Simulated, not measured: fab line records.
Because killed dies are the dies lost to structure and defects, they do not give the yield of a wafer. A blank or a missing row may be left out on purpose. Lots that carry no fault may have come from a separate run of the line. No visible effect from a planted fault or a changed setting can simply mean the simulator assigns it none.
fab line records -- flow nandHarc
record lots=11, wafers=33, lastDay=31
route steps=1302 shown A_STAIRCASE@714 END@1302
lots that met no fault: from a run of the same line without faults
startH: hours from the record's opening day to when the first of the lot's shown wafers began -- waitH: time in hours since the lot's previous step -- " identical to the entry in the row above -- L1.1+2: several wafers, shown together as one row -- - no value, or no start was given -- * or withheld: withheld -- < > ~ a bound
route shown NAME@n: a module of which the file shows steps, and the number in the route of the first -- usual: mean and standard deviation over wafers with no fault -- same: alike in all rows -- chamber/n: place in a boat -- sites: per-site readings -- _std_site: the values' standard deviation -- _edge_site: the outer-site mean with the inner-site mean subtracted -- radiusMm: for every site, how far away it sits from the centre of the wafer -- mask NAME#n: copy n -- behind: the tool/chamber that last shaped the wafer -- hold: why the lot was held/for how many hours/how that ended -- device: names the non-switching transistor (n, p or np) -- end of line: the route-end tests of the same wafers -- step lacking rows: just its recipe -- killed: the dies lost at the first sort to structure and to defects; this is not the yield of the wafer -- map: per-die view of a wafer (x killed, . not killed, _ where there is no die)
set.NAME: the setting the step ran with; set.NAME@STEP: the setting that earlier step ran with -- model.NAME: the simulator's own value behind a step, which no gauge read
one table for each step of the route and one row for each wafer, over a sample of lots
services: the hour from which a tool's chamber was out of use, counted from the record's first day as startH (under 0 if before that day), plus the number of hours and why
## steps
# step NHARC_A_STAIRCASE_TRIM_200
# recipe timeS=211.2, o2FlowSccm=500, arFlowSccm=0, biasW=0, chemistry=O2
# usual chamberPressureMTorr=60.00/0.057, drypumpMotorCurrentA=5.8/0.58, oesProductAu=1.001/0.0091, rfVppV=57.8/0.81, showerheadPlenumPTorr=3.52/0.18, throttleValvePct=17.035/0.0096
# same biasW=0
lot.wafer,tool,chamber,startH,waitH,chamberPressureMTorr,drypumpMotorCurrentA,oesProductAu,rfHoursCounterH,rfVppV,showerheadPlenumPTorr,throttleValvePct
L430.3,rieDiel-05,3,-,-,59.93,4.9,0.990,40,57.8,3.29,17.040
L430.2,rieDiel-05,0,-,-,60.00,5.5,1.001,39,57.4,3.66,17.033
L430.5,rieDiel-05,2,-,-,59.99,6.3,0.981,-,57.9,3.37,17.032
L432.2,rieDiel-05,1,-,-,59.99,6.7,0.989,46,57.5,3.43,17.032
L432.1,rieDiel-05,0,-,-,60.07,5.5,1.000,47,57.1,3.66,17.030
L432.6,rieDiel-05,1,-,-,59.98,6.7,0.986,-,57.0,3.43,17.027
L434.3,rieDiel-05,1,-,-,59.93,6.6,0.988,55,56.8,3.43,17.029
L434.2,rieDiel-05,2,-,-,59.98,6.3,0.976,51,56.7,3.36,17.035
L434.6,rieDiel-05,3,-,-,59.92,5.0,0.992,-,58.4,3.28,17.047
L435.3,rieDiel-04,1,-,-,59.97,5.4,0.999,14,57.9,3.77,17.028
L435.1,rieDiel-04,2,-,-,60.05,5.7,0.984,17,58.7,3.54,17.032
L435.6,rieDiel-04,0,-,-,59.96,5.2,1.003,-,57.0,3.35,17.039
L436.3,rieDiel-05,3,-,-,60.05,5.0,1.014,1,56.8,3.81,17.027
L436.2,rieDiel-05,0,-,-,59.98,5.5,1.008,1,59.0,3.65,17.039
L436.5,rieDiel-05,0,-,-,60.01,5.5,1.006,-,58.4,3.65,17.038
L437.3,rieDiel-11,3,-,-,60.09,5.8,1.020,36,58.2,3.28,17.019
L437.6,rieDiel-11,1,-,-,60.00,5.8,1.008,-,58.0,3.64,17.026
L437.5,rieDiel-11,2,-,-,59.94,5.6,1.006,-,57.3,3.29,17.034
L439.2,rieDiel-04,1,-,-,59.98,5.4,1.006,32,58.0,3.76,17.036
L439.6,rieDiel-04,3,-,-,59.94,6.3,0.995,-,58.5,3.50,17.036
L439.5,rieDiel-04,0,-,-,60.06,5.2,0.999,-,57.3,3.34,17.026
L447.2,rieDiel-05,1,-,-,59.94,6.6,0.992,39,56.7,3.41,17.041
L447.3,rieDiel-05,2,-,-,59.89,6.3,1.012,24,58.1,3.35,17.044
L447.1,rieDiel-05,3,-,-,59.94,5.0,1.012,37,59.9,3.79,17.033
L445.4,rieDiel-05,2,-,-,60.05,6.3,1.008,25,56.9,3.35,17.035
L445.3,rieDiel-05,1,-,-,60.04,6.7,0.995,39,57.7,3.41,17.034
L445.6,rieDiel-05,2,-,-,59.99,6.3,1.000,-,57.4,3.35,17.043
L448.4,rieDiel-05,1,-,-,60.02,6.7,0.988,44,58.4,3.40,17.042
L448.6,rieDiel-05,3,-,-,60.04,5.0,1.011,-,55.7,3.78,17.027
L448.5,rieDiel-05,0,-,-,60.13,5.5,1.000,-,57.2,3.63,17.040
L450.3,rieDiel-11,3,-,-,59.88,5.8,1.007,33,57.8,3.79,17.025
L450.1,rieDiel-11,0,-,-,60.02,6.4,1.001,37,58.9,3.46,17.026
L450.2,rieDiel-11,1,-,-,60.05,5.8,0.994,40,58.2,3.62,17.048
# step NHARC_A_STAIRCASE_TRIM_222
# recipe timeS=211.2, o2FlowSccm=500, arFlowSccm=0, biasW=0, chemistry=O2
# usual biasW=0/0, chamberPressureMTorr=60.00/0.072, drypumpMotorCurrentA=5.8/0.52, oesProductAu=0.999/0.0097, rfVppV=57.7/0.97, showerheadPlenumPTorr=3.51/0.18, throttleValvePct=17.036/0.0091
lot.wafer,tool,chamber,startH,waitH,biasW,chamberPressureMTorr,drypumpMotorCurrentA,oesProductAu,rfHoursCounterH,rfVppV,showerheadPlenumPTorr,throttleValvePct
L430.2,rieDiel-11,2,360.67,-,0,60.04,5.5,0.993,31,56.9,3.31,17.036
L430.3,rieDiel-11,3,360.67,-,0,60.03,5.8,1.025,11,57.1,3.29,17.040
L430.5,rieDiel-11,3,360.67,-,0,59.97,5.8,1.019,-,58.1,3.29,17.042
L432.1,rieDiel-05,2,381.54,-,0,59.96,6.3,0.988,44,56.8,3.37,17.032
L432.2,rieDiel-05,0,381.54,-,0,60.10,5.5,0.999,47,59.9,3.66,17.053
L432.6,rieDiel-05,3,381.54,-,0,59.98,4.9,0.994,-,56.5,3.28,17.024
L434.2,rieDiel-05,3,400.14,-,0,60.09,4.9,0.992,55,58.3,3.28,17.033
L434.3,rieDiel-05,1,400.14,-,0,59.95,6.6,0.987,56,58.2,3.43,17.032
L434.6,rieDiel-05,1,400.14,-,0,59.99,6.7,0.994,-,55.8,3.43,17.035
L435.1,rieDiel-05,3,401.22,-,0,59.94,4.9,0.994,56,57.0,3.28,17.031
L435.3,rieDiel-05,2,401.22,-,0,59.91,6.3,0.981,52,56.2,3.36,17.029
L435.6,rieDiel-05,3,401.22,-,0,60.03,4.9,0.994,-,57.8,3.28,17.034
L436.3,rieDiel-11,2,421.99,-,0,59.97,5.6,0.998,53,57.8,3.30,17.035
L436.2,rieDiel-11,3,421.99,-,0,59.95,5.9,1.015,33,57.6,3.28,17.030
L436.5,rieDiel-11,1,421.99,-,0,60.36,5.8,1.001,-,58.8,3.64,17.036
L437.3,rieDiel-04,0,434.08,-,0,59.96,5.2,1.000,23,57.1,3.34,17.034
L437.5,rieDiel-04,2,434.08,-,0,59.97,5.7,0.997,-,56.3,3.53,17.050
L437.6,rieDiel-04,3,434.08,-,0,60.04,6.3,0.992,-,57.7,3.50,17.034
L439.2,rieDiel-05,0,453.07,-,0,59.86,5.5,1.021,16,58.0,3.64,17.024
L439.5,rieDiel-05,0,453.07,-,0,59.95,5.5,1.013,-,58.7,3.64,17.045
L439.6,rieDiel-05,1,453.07,-,0,59.98,6.6,1.005,-,57.2,3.42,17.028
L447.3,rieDiel-11,1,520.80,-,0,59.91,5.8,0.987,24,57.0,3.63,17.033
L447.2,rieDiel-11,3,520.80,-,0,60.04,5.9,1.015,21,58.7,3.80,17.037
L447.1,rieDiel-11,0,520.80,-,0,59.96,6.4,0.991,23,58.2,3.46,17.036
L445.4,rieDiel-11,3,524.36,-,-,-,-,-,-,-,-,-
L445.3,rieDiel-11,2,524.36,-,-,-,-,-,-,-,-,-
L445.6,rieDiel-11,3,524.36,-,-,-,-,-,-,-,-,-
L448.4,rieDiel-05,1,537.26,-,-,-,-,-,-,-,-,-
L448.5,rieDiel-05,1,537.26,-,-,-,-,-,-,-,-,-
L448.6,rieDiel-05,2,537.26,-,-,-,-,-,-,-,-,-
L450.1,rieDiel-11,0,555.70,-,0,60.09,6.4,0.999,37,58.0,3.46,17.025
L450.2,rieDiel-11,1,555.70,-,0,60.00,5.8,0.997,40,57.2,3.62,17.032
L450.3,rieDiel-11,3,555.70,-,0,60.04,5.8,1.005,33,59.6,3.79,17.031
# step NHARC_A_STAIRCASE_ETCH_223
# recipe targetDepthA=1000, timeS=40.5, ionEnergyEv=400, c4f8FlowSccm=20, o2FlowSccm=10, arFlowSccm=withheld, rfW=600, biasW=1000, chemistry=C4F8/O2
# usual oesProductAu=0.941/0.011, rfFwdPowerW=591.9/2.6, rfVppV=896/6.4
lot.wafer,tool,chamber,startH,waitH,oesProductAu,rfFwdPowerW,rfHoursCounterH,rfVppV
L430.2,rieDiel-11,0,-,-,0.936,591.7,35,894
L430.3,rieDiel-11,2,-,-,0.935,592.0,31,888
L430.5,rieDiel-11,1,-,-,0.943,586.1,-,900
L432.2,rieDiel-05,2,-,-,0.947,591.5,44,889
L432.1,rieDiel-05,0,-,-,0.950,596.6,47,900
L432.6,rieDiel-05,2,-,-,0.939,594.0,-,890
L434.3,rieDiel-05,3,-,-,0.935,592.2,55,886
L434.2,rieDiel-05,2,-,-,0.932,595.5,52,890
L434.6,rieDiel-05,3,-,-,0.931,591.7,-,888
L435.1,rieDiel-05,2,-,-,0.921,591.1,52,890
L435.3,rieDiel-05,3,-,-,0.930,589.9,56,886
L435.6,rieDiel-05,3,-,-,0.921,593.9,-,887
L436.2,rieDiel-11,1,-,-,0.937,588.3,50,900
L436.3,rieDiel-11,0,-,-,0.947,593.6,54,896
L436.5,rieDiel-11,1,-,-,0.934,590.2,-,902
L437.3,rieDiel-04,2,-,-,0.938,594.2,27,896
L437.6,rieDiel-04,1,-,-,0.935,594.0,-,905
L437.5,rieDiel-04,2,-,-,0.928,594.9,-,896
L439.2,rieDiel-05,1,-,-,0.943,587.2,13,892
L439.6,rieDiel-05,1,-,-,0.941,589.9,-,892
L439.5,rieDiel-05,3,-,-,0.939,591.9,-,905
L447.1,rieDiel-11,0,-,-,0.937,594.2,25,894
L447.3,rieDiel-11,2,-,-,0.941,595.4,26,887
L447.2,rieDiel-11,3,-,-,0.952,588.1,23,904
L445.3,rieDiel-11,2,-,-,0.944,591.7,26,886
L445.4,rieDiel-11,3,-,-,0.947,589.9,24,905
L445.6,rieDiel-11,0,-,-,0.935,594.9,-,895
L448.4,rieDiel-05,0,-,-,0.952,593.6,48,899
L448.5,rieDiel-05,0,-,-,0.946,590.6,-,899
L448.6,rieDiel-05,1,-,-,0.935,594.4,-,892
L450.3,rieDiel-11,0,-,-,0.943,594.6,37,893
L450.1,rieDiel-11,2,-,-,0.946,591.0,37,887
L450.2,rieDiel-11,3,-,-,0.948,591.2,33,906
# step NHARC_A_STAIRCASE_ETCH_227
# recipe targetDepthA=1000, timeS=40.5, ionEnergyEv=400, c4f8FlowSccm=20, o2FlowSccm=10, arFlowSccm=withheld, rfW=600, biasW=1000, chemistry=C4F8/O2
# usual oesProductAu=0.943/0.0099, rfFwdPowerW=591.8/2.4, rfVppV=895/6.4
lot.wafer,tool,chamber,startH,waitH,oesProductAu,rfFwdPowerW,rfHoursCounterH,rfVppV
L430.2,rieDiel-11,0,-,-,0.941,594.9,35,893
L430.3,rieDiel-11,1,-,-,0.933,589.0,36,900
L430.5,rieDiel-11,0,-,-,0.952,594.3,-,894
L432.1,rieDiel-05,3,-,-,0.939,589.6,48,887
L432.2,rieDiel-05,0,-,-,0.946,594.9,47,900
L432.6,rieDiel-05,2,-,-,0.933,590.2,-,890
L434.2,rieDiel-05,2,-,-,0.920,591.4,52,890
L434.3,rieDiel-05,3,-,-,0.926,589.2,55,887
L434.6,rieDiel-05,2,-,-,0.923,590.5,-,890
L435.1,rieDiel-05,2,-,-,0.938,591.1,53,888
L435.3,rieDiel-05,1,-,-,0.928,595.7,57,892
L435.6,rieDiel-05,1,-,-,0.942,592.8,-,891
L436.3,rieDiel-11,0,-,-,0.935,592.3,54,893
L436.2,rieDiel-11,1,-,-,0.948,588.5,50,901
L436.5,rieDiel-11,3,-,-,0.948,590.5,-,887
L437.3,rieDiel-04,2,-,-,0.939,592.3,27,895
L437.5,rieDiel-04,1,-,-,0.946,592.7,-,904
L437.6,rieDiel-04,2,-,-,0.936,592.1,-,896
L439.2,rieDiel-05,0,-,-,0.959,593.9,16,900
L439.5,rieDiel-05,0,-,-,0.958,592.0,-,900
L439.6,rieDiel-05,3,-,-,0.960,588.5,-,907
L447.1,rieDiel-11,0,-,-,0.953,594.0,25,894
L447.3,rieDiel-11,1,-,-,0.932,586.0,28,899
L447.2,rieDiel-11,3,-,-,0.940,593.3,23,906
L445.4,rieDiel-11,0,-,-,0.921,592.1,26,894
L445.3,rieDiel-11,1,-,-,0.922,590.9,29,899
L445.6,rieDiel-11,2,-,-,0.936,593.1,-,887
L448.4,rieDiel-05,0,-,-,0.929,593.6,48,899
L448.6,rieDiel-05,3,-,-,0.952,590.8,-,903
L448.5,rieDiel-05,0,-,-,0.943,592.2,-,900
L450.1,rieDiel-11,1,-,-,0.948,586.7,41,898
L450.2,rieDiel-11,2,-,-,0.960,593.0,37,887
L450.3,rieDiel-11,0,-,-,0.959,594.8,37,894
# step NHARC_END_SORT_01
# recipe tempC=25
# usual killedAtArray=64/16, killedAtOther=1.0/1.1, killedAtPeriphery=3.5/2.3, killedDies=69/17, killedOpen=3.2/1.6, killedShort=2.4/1.6
# same grossDies=677
lot.wafer,tool,chamber,startH,waitH,hold,killedAtArray,killedAtOther,killedAtPeriphery,killedDies,killedOpen,killedShort
L430.2,prober-01,0,559.23,2.8,-,88,0,6,94,3,7
L430.3,prober-01,0,560.03,3.1,-,73,2,5,80,2,3
L430.5,prober-01,0,561.65,3.7,-,71,1,6,78,1,2
L432.1,prober-02,0,575.75,2.5,-,46,1,4,51,2,5
L432.2,prober-02,0,576.55,2.8,-,40,1,1,42,2,2
L432.6,prober-02,0,579.76,4.0,-,40,1,2,43,0,3
L434.2,prober-01,0,591.50,2.8,-,87,2,6,95,2,3
L434.3,prober-01,0,592.30,3.1,-,50,5,12,67,4,2
L434.6,prober-01,0,594.71,4.0,-,74,0,1,75,1,3
L435.1,prober-02,0,601.31,2.5,-,83,3,2,88,5,3
L435.3,prober-02,0,602.91,3.1,-,75,3,2,80,3,2
L435.6,prober-02,0,605.31,4.0,-,88,4,6,98,2,5
L436.2,prober-01,0,621.88,2.8,-,71,1,2,74,5,1
L436.3,prober-01,0,622.69,3.1,-,74,0,2,76,6,2
L436.5,prober-01,0,624.31,3.7,-,78,0,2,80,4,3
L437.3,prober-02,0,639.35,3.1,-,50,0,1,51,4,0
L437.5,prober-02,0,640.96,3.7,-,51,0,3,54,2,4
L437.6,prober-02,0,641.76,4.0,-,62,0,2,64,2,3
L439.2,prober-01,0,652.20,2.8,-,61,1,5,67,2,3
L439.5,prober-01,0,654.60,3.7,-,63,2,4,69,0,0
L439.6,prober-01,0,655.40,4.0,-,58,0,4,62,2,2
L447.1,prober-01,0,711.31,2.5,-,96,1,5,102,6,2
L447.2,prober-01,0,712.10,2.8,-,101,0,4,105,2,0
L447.3,prober-01,0,712.89,3.1,-,98,1,3,102,2,0
L445.3,prober-01,0,725.95,3.1,awaitDispo/2.3h/scrap,674,0,3,677,1,1
L445.4,prober-01,0,726.76,3.4,awaitDispo/2.3h/scrap,672,1,4,677,3,3
L445.6,prober-01,0,728.38,4.0,awaitDispo/2.3h/scrap,676,0,1,677,3,0
L450.1,prober-02,0,751.85,2.5,-,67,0,2,69,2,3
L450.2,prober-02,0,752.64,2.8,-,84,1,3,88,2,2
L450.3,prober-02,0,753.43,3.1,-,71,2,6,79,5,1
L448.4,prober-01,0,754.24,3.4,awaitDispo/1.4h/scrap,673,3,1,677,4,1
L448.5,prober-01,0,755.04,3.7,awaitDispo/1.4h/scrap,671,3,3,677,4,1
L448.6,prober-01,0,755.83,4.0,awaitDispo/1.4h/scrap,675,0,2,677,2,1
# killed by level:class
L430.2 A_CHANNEL_HOLE_D2:chamberFilmFlake=41 A_SLIT:chamberFilmFlake=20 A_CONTACT:chamberFilmFlake=10 A_CHANNEL_FILL_D2:chamberFilmFlake=6 A_WL_FILL:geometricParticle:short=3 P_STI:chamberFilmFlake=3 A_STAIRCASE:chamberFilmFlake=3 P_M0:geometricParticle:open=1
L430.3 A_CHANNEL_HOLE_D2:chamberFilmFlake=32 A_SLIT:chamberFilmFlake=23 A_CONTACT:chamberFilmFlake=6 A_STAIRCASE:chamberFilmFlake=5 P_STI:chamberFilmFlake=3 A_CHANNEL_FILL_D1:chamberFilmFlake=2 THIN_TSV:chamberFilmFlake=2 P_CONTACT:geometricParticle:short=1
L430.5 A_CHANNEL_HOLE_D2:chamberFilmFlake=30 A_SLIT:chamberFilmFlake=19 A_CONTACT:chamberFilmFlake=12 A_STAIRCASE:chamberFilmFlake=7 P_STI:chamberFilmFlake=3 P_M1:geometricParticle:short=1 A_ONON_D2:geometricParticle:open=1 A_CHANNEL_HOLE_D2:geometricParticle:short=1
L432.1 A_CHANNEL_HOLE_D2:chamberFilmFlake=33 A_CONTACT:chamberFilmFlake=4 A_STAIRCASE:chamberFilmFlake=3 A_WL_FILL:geometricParticle:short=2 P_M0:geometricParticle:short=1 P_M1:geometricParticle:open=1 P_M1:geometricParticle:short=1 A_ONON_D1:geometricParticle:open=1
L432.2 A_CHANNEL_HOLE_D2:chamberFilmFlake=31 A_CHANNEL_HOLE_D1:chamberFilmFlake=3 A_CONTACT:geometricParticle:open=2 A_STAIRCASE:chamberFilmFlake=2 A_CHANNEL_FILL_D1:geometricParticle:short=1 A_CONTACT:geometricParticle:short=1 P_STI:chamberFilmFlake=1 THIN_TSV:chamberFilmFlake=1
L432.6 A_CHANNEL_HOLE_D2:chamberFilmFlake=25 A_STAIRCASE:chamberFilmFlake=5 A_CHANNEL_FILL_D1:geometricParticle:short=2 A_ZERO_WELL:chamberFilmFlake=2 A_CHANNEL_HOLE_D1:chamberFilmFlake=2 A_CHANNEL_FILL_D1:chamberFilmFlake=2 A_CONTACT:chamberFilmFlake=2 P_CONTACT:geometricParticle:short=1
L434.2 A_CHANNEL_HOLE_D2:chamberFilmFlake=41 A_CHANNEL_HOLE_D1:chamberFilmFlake=37 A_CONTACT:chamberFilmFlake=4 P_ZERO_WELL:chamberFilmFlake=2 THIN_TSV:chamberFilmFlake=2 P_STI:geometricParticle:short=1 P_CONTACT:geometricParticle:open=1 A_DECK1_JOINT:geometricParticle:short=1
L434.3 A_CHANNEL_HOLE_D2:chamberFilmFlake=23 A_CHANNEL_HOLE_D1:chamberFilmFlake=19 THIN_TSV:chamberFilmFlake=5 P_ZERO_WELL:chamberFilmFlake=4 P_CONTACT:chamberFilmFlake=4 A_CONTACT:chamberFilmFlake=3 P_STI:geometricParticle:open=1 P_M0:geometricParticle:open=1
L434.6 A_CHANNEL_HOLE_D1:chamberFilmFlake=40 A_CHANNEL_HOLE_D2:chamberFilmFlake=28 A_DECK1_JOINT:geometricParticle:short=1 A_CHANNEL_HOLE_D2:geometricParticle:short=1 A_SGD_CUT:geometricParticle:short=1 A_M0:geometricParticle:open=1 P_GATE:chamberFilmFlake=1 A_STAIRCASE:chamberFilmFlake=1
L435.1 A_CHANNEL_HOLE_D1:chamberFilmFlake=33 A_SLIT:chamberFilmFlake=28 A_CHANNEL_HOLE_D2:chamberFilmFlake=12 THIN_TSV:chamberFilmFlake=3 A_M0:geometricParticle:open=2 A_CHANNEL_FILL_D2:chamberFilmFlake=2 P_STI:geometricParticle:open=1 P_GATE:geometricParticle:open=1
L435.3 A_CHANNEL_HOLE_D1:chamberFilmFlake=36 A_SLIT:chamberFilmFlake=23 A_CHANNEL_HOLE_D2:chamberFilmFlake=5 A_CONTACT:chamberFilmFlake=4 THIN_TSV:chamberFilmFlake=3 A_STAIRCASE:chamberFilmFlake=2 A_CHANNEL_FILL_D2:geometricParticle:short=1 A_CHANNEL_FILL_D2:geometricParticle:open=1
L435.6 A_SLIT:chamberFilmFlake=33 A_CHANNEL_HOLE_D1:chamberFilmFlake=32 A_CHANNEL_HOLE_D2:chamberFilmFlake=8 THIN_TSV:chamberFilmFlake=4 P_STI:chamberFilmFlake=3 A_WL_FILL:geometricParticle:open=2 A_STAIRCASE:chamberFilmFlake=2 A_CONTACT:chamberFilmFlake=2
L436.2 A_CHANNEL_HOLE_D2:chamberFilmFlake=30 A_SLIT:chamberFilmFlake=24 A_STAIRCASE:chamberFilmFlake=5 A_CHANNEL_HOLE_D1:chamberFilmFlake=4 A_M0:geometricParticle:open=3 A_WL_FILL:chamberFilmFlake=2 P_GATE:geometricParticle:open=1 P_CONTACT:geometricParticle:open=1
L436.3 A_CHANNEL_HOLE_D2:chamberFilmFlake=34 A_SLIT:chamberFilmFlake=24 A_M0:geometricParticle:open=2 A_STAIRCASE:chamberFilmFlake=2 A_CHANNEL_HOLE_D1:chamberFilmFlake=2 A_DECK1_JOINT:chamberFilmFlake=2 P_M0:geometricParticle:open=1 P_M1:geometricParticle:open=1
L436.5 A_CHANNEL_HOLE_D2:chamberFilmFlake=36 A_SLIT:chamberFilmFlake=22 A_CHANNEL_HOLE_D1:chamberFilmFlake=9 A_CONTACT:chamberFilmFlake=2 P_M0:geometricParticle:open=1 P_M0:geometricParticle:short=1 A_ONON_D2:geometricParticle:open=1 A_CHANNEL_FILL_D2:geometricParticle:short=1
L437.3 A_CHANNEL_HOLE_D2:chamberFilmFlake=33 A_STAIRCASE:chamberFilmFlake=5 A_CONTACT:chamberFilmFlake=4 A_CHANNEL_HOLE_D1:chamberFilmFlake=3 P_CONTACT:geometricParticle:open=1 A_SOURCE_PLATE:geometricParticle:open=1 A_ONON_D1:geometricParticle:open=1 A_BLC:geometricParticle:open=1
L437.5 A_CHANNEL_HOLE_D2:chamberFilmFlake=30 A_CHANNEL_HOLE_D1:chamberFilmFlake=6 P_M2:chamberFilmFlake=3 A_STAIRCASE:chamberFilmFlake=3 A_ONON_D2:geometricParticle:short=2 A_SLIT:chamberFilmFlake=2 A_CONTACT:chamberFilmFlake=2 A_SOURCE_PLATE:geometricParticle:open=1
L437.6 A_CHANNEL_HOLE_D2:chamberFilmFlake=37 A_STAIRCASE:chamberFilmFlake=7 A_CHANNEL_HOLE_D1:chamberFilmFlake=5 A_CONTACT:chamberFilmFlake=4 A_ZERO_WELL:chamberFilmFlake=2 A_SLIT:chamberFilmFlake=2 P_CONTACT:geometricParticle:short=1 A_ONON_D1:geometricParticle:short=1
L439.2 A_SLIT:chamberFilmFlake=31 A_CHANNEL_HOLE_D2:chamberFilmFlake=17 A_CONTACT:chamberFilmFlake=4 P_M2:chamberFilmFlake=3 A_CHANNEL_HOLE_D1:chamberFilmFlake=3 A_CHANNEL_HOLE_D1:geometricParticle:short=2 P_CONTACT:geometricParticle:open=1 P_M0:geometricParticle:short=1
L439.5 A_SLIT:chamberFilmFlake=31 A_CHANNEL_HOLE_D2:chamberFilmFlake=13 A_CHANNEL_HOLE_D1:chamberFilmFlake=9 A_CONTACT:chamberFilmFlake=9 P_M2:chamberFilmFlake=4 THIN_TSV:chamberFilmFlake=2 A_M1:chamberFilmFlake=1
L439.6 A_SLIT:chamberFilmFlake=30 A_CHANNEL_HOLE_D2:chamberFilmFlake=11 A_CHANNEL_HOLE_D1:chamberFilmFlake=7 A_CONTACT:chamberFilmFlake=5 P_M2:chamberFilmFlake=4 A_CHANNEL_HOLE_D1:geometricParticle:open=1 A_SGD_CUT:geometricParticle:open=1 A_WL_FILL:geometricParticle:short=1
L447.1 A_SLIT:chamberFilmFlake=39 A_CHANNEL_HOLE_D1:chamberFilmFlake=32 A_CONTACT:chamberFilmFlake=9 A_CHANNEL_HOLE_D2:chamberFilmFlake=4 A_ZERO_WELL:chamberFilmFlake=3 A_CHANNEL_FILL_D1:chamberFilmFlake=2 A_STAIRCASE:chamberFilmFlake=2 P_GATE:geometricParticle:short=1
L447.2 A_SLIT:chamberFilmFlake=38 A_CHANNEL_HOLE_D1:chamberFilmFlake=31 A_CONTACT:chamberFilmFlake=17 A_CHANNEL_HOLE_D2:chamberFilmFlake=7 P_M2:chamberFilmFlake=3 A_ONON_D2:geometricParticle:open=2 A_CHANNEL_FILL_D1:chamberFilmFlake=2 A_WL_FILL:chamberFilmFlake=2
L447.3 A_CHANNEL_HOLE_D1:chamberFilmFlake=36 A_SLIT:chamberFilmFlake=34 A_CONTACT:chamberFilmFlake=13 A_CHANNEL_FILL_D1:chamberFilmFlake=4 A_CHANNEL_HOLE_D2:chamberFilmFlake=4 P_M2:chamberFilmFlake=3 A_CHANNEL_FILL_D2:chamberFilmFlake=2 A_WL_FILL:chamberFilmFlake=2
L445.3 A_STAIRCASE:areaTrim=622 A_CHANNEL_HOLE_D2:chamberFilmFlake=29 A_CHANNEL_HOLE_D1:chamberFilmFlake=12 A_CONTACT:chamberFilmFlake=4 A_STAIRCASE:chamberFilmFlake=2 A_SLIT:chamberFilmFlake=2 P_ZERO_WELL:geometricParticle:short=1 P_M2:geometricParticle:open=1
L445.4 A_STAIRCASE:areaTrim=621 A_CHANNEL_HOLE_D2:chamberFilmFlake=23 A_CHANNEL_HOLE_D1:chamberFilmFlake=11 A_SLIT:chamberFilmFlake=4 A_CONTACT:chamberFilmFlake=3 P_CONTACT:geometricParticle:open=2 A_STAIRCASE:chamberFilmFlake=2 A_BLC:chamberFilmFlake=2
L445.6 A_STAIRCASE:areaTrim=621 A_CHANNEL_HOLE_D2:chamberFilmFlake=21 A_SLIT:chamberFilmFlake=8 A_CHANNEL_HOLE_D1:chamberFilmFlake=7 A_STAIRCASE:chamberFilmFlake=6 A_CHANNEL_FILL_D1:chamberFilmFlake=3 A_CONTACT:chamberFilmFlake=3 A_CHANNEL_FILL_D2:chamberFilmFlake=2
L450.1 A_SLIT:chamberFilmFlake=34 A_CHANNEL_HOLE_D1:chamberFilmFlake=23 A_ZERO_WELL:chamberFilmFlake=3 A_CHANNEL_FILL_D2:geometricParticle:open=2 P_M1:geometricParticle:short=1 A_CHANNEL_FILL_D1:geometricParticle:short=1 A_DECK1_JOINT:geometricParticle:short=1 P_GATE:chamberFilmFlake=1
L450.2 A_SLIT:chamberFilmFlake=40 A_CHANNEL_HOLE_D1:chamberFilmFlake=29 A_ZERO_WELL:chamberFilmFlake=4 A_DECK1_JOINT:chamberFilmFlake=3 P_GATE:chamberFilmFlake=2 A_CHANNEL_FILL_D1:chamberFilmFlake=2 P_M0:geometricParticle:open=1 A_CHANNEL_FILL_D1:geometricParticle:open=1
L450.3 A_CHANNEL_HOLE_D1:chamberFilmFlake=29 A_SLIT:chamberFilmFlake=29 P_STI:chamberFilmFlake=2 P_GATE:chamberFilmFlake=2 A_ZERO_WELL:chamberFilmFlake=2 A_CHANNEL_FILL_D1:chamberFilmFlake=2 A_STAIRCASE:chamberFilmFlake=2 THIN_TSV:chamberFilmFlake=2
L448.4 A_STAIRCASE:areaTrim=641 A_CHANNEL_HOLE_D1:chamberFilmFlake=12 A_SLIT:chamberFilmFlake=7 A_CONTACT:chamberFilmFlake=4 THIN_TSV:chamberFilmFlake=3 A_M0:geometricParticle:open=2 A_M1:chamberFilmFlake=2 P_STI:geometricParticle:short=1
L448.5 A_STAIRCASE:areaTrim=637 A_CHANNEL_HOLE_D1:chamberFilmFlake=13 A_CONTACT:chamberFilmFlake=11 A_SLIT:chamberFilmFlake=5 THIN_TSV:chamberFilmFlake=3 P_GATE:geometricParticle:open=1 A_CONTACT:geometricParticle:open=1 A_CONTACT:geometricParticle:short=1
L448.6 A_STAIRCASE:areaTrim=640 A_CHANNEL_HOLE_D1:chamberFilmFlake=13 A_SLIT:chamberFilmFlake=8 A_STAIRCASE:chamberFilmFlake=4 A_CONTACT:chamberFilmFlake=2 A_M1:chamberFilmFlake=2 A_ONON_D2:geometricParticle:open=1 A_CHANNEL_HOLE_D2:geometricParticle:short=1
## services
tool,chamber,startH,hours,kind
rieDiel-05,0,336.92,-,clean
rieDiel-05,1,336.92,-,clean
rieDiel-05,2,336.92,-,clean
rieDiel-05,3,336.92,-,clean
rieDiel-04,-,354.97,9.0,pm
rieDiel-05,0,361.44,-,clean
rieDiel-05,1,361.44,-,clean
rieDiel-05,2,361.44,-,clean
rieDiel-05,3,361.44,-,clean
rieDiel-04,-,365.64,0.3,repair
rieDiel-05,0,386.85,20.6,repair
rieDiel-05,1,388.29,-,clean
rieDiel-05,2,388.29,-,clean
rieDiel-05,3,388.29,-,clean
rieDiel-05,-,406.65,9.0,pm
rieDiel-05,1,406.65,9.0,ventCycle
rieDiel-05,2,406.65,9.0,ventCycle
rieDiel-05,3,406.65,9.0,ventCycle
rieDiel-05,0,415.65,-,clean
rieDiel-05,1,415.65,-,clean
rieDiel-11,-,432.64,9.0,pm
rieDiel-05,2,452.12,16.0,repair
rieDiel-04,0,518.99,65.0,repair
rieDiel-04,-,533.58,9.0,pm
## key
firstSign step=NHARC_A_STAIRCASE_TRIM_222, reading=toolRecord, direction=missing
effect step=NHARC_END_SORT_01, reading=killedAtArray, direction=up, sigmas=37, usual=64, struck=674
moreKillsBornAt NHARC_A_STAIRCASE_TRIM_222@rieDiel-05=1920, NHARC_A_STAIRCASE_TRIM_222@rieDiel-11=1864
metAt NHARC_A_STAIRCASE_TRIM_222
struckLots L445,L448
laterRowsLeftOut L445.3,L445.4,L445.6,L448.4,L448.5,L448.6
testerLeftOut L445,L448
notActingAt NHARC_A_STAIRCASE_TRIM_200,NHARC_A_STAIRCASE_ETCH_223,NHARC_A_STAIRCASE_ETCH_227
onsetBetween 520.80 524.36
fault kind=skippedStepWhole, tool=rieDiel-05,rieDiel-11, chamber=-, onsetH=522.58, steps=NHARC_A_STAIRCASE_TRIM_222, scope=struckLotsOnly
# testerLeftOut: of these lots the tester's yield and bins aren't shown, on N5 and GAA mostly nor the transistor test; their killed dies are dies lost to structure and defects alone, not to doping, threshold or leakage, so they don't give the yield
# laterRowsLeftOut: the simulator's readings of these wafers behind a module that went badly wrong aren't trusted and aren't shown, but for the sort
